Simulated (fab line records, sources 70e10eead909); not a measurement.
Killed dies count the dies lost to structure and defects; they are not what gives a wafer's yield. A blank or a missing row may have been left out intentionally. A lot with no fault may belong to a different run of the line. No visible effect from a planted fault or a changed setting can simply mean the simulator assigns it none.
Chamber matching + flow nand harc + NHARC_P_CONTACT_CMP_24 on cmp-03 has 4 sister chambers
The step polishes, t overpolish 30 s, target thk 200 nm. 4 wafers are shown with their chamber, then 10 later ones without.

== EACH WAFER AND ITS CHAMBER ==
| wafer  | chamber | motor current A (A) |
|--------|---------|---------------------|
| L084.5 | 0       | 15.2                |
| L084.6 | 3       | 13.4                |
| L087.2 | 1       | 13.3                |
| L087.3 | 2       | 10.2                |

== WAFERS WITH NO CHAMBER GIVEN ==
| wafer  | motor current A (A) |
|--------|---------------------|
| L087.5 | 15.0                |
| L085.1 | 13.8                |
| L085.5 | 13.2                |
| L085.6 | 13.5                |
| L091.1 | 10.3                |
| L091.5 | 14.1                |
| L091.6 | 13.8                |
| L095.3 | 14.0                |
| L095.5 | 15.4                |
| L095.6 | 13.6                |

== CHAMBER TAKEN BY EACH ==
| wafer  | from the rows above          | in truth |
|--------|------------------------------|----------|
| L087.5 | 0                            | 0        |
| L085.1 | can't be placed: 3 or 1      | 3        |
| L085.5 | can't be placed: 1 or 3      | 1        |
| L085.6 | can't be placed: 3 or 1      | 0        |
| L091.1 | 2                            | 2        |
| L091.5 | can't be placed: 3 or 1 or 0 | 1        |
| L091.6 | can't be placed: 3 or 1      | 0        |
| L095.3 | can't be placed: 3 or 1 or 0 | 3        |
| L095.5 | 0                            | 0        |
| L095.6 | can't be placed: 3 or 1      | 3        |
3 of 10 placed correctly. Not placeable from these rows: 7 (in 5, the candidates include the true chamber). Placed wrongly: 0.
How it was worked out, from the rows above alone: a wafer's distance from a chamber is the root of the sum, over the readings, of the square of ((its reading less the chamber's mean) divided by the reading's scatter). If the next closest chamber is less than 2 further off than the closest, the wafer can't be placed; otherwise it belongs to the closest. Each chamber's mean is taken over the wafers shown for it. The scatter: with one shown wafer a chamber, the root of the mean of the squares of how far each hidden wafer lies from its nearest shown one.
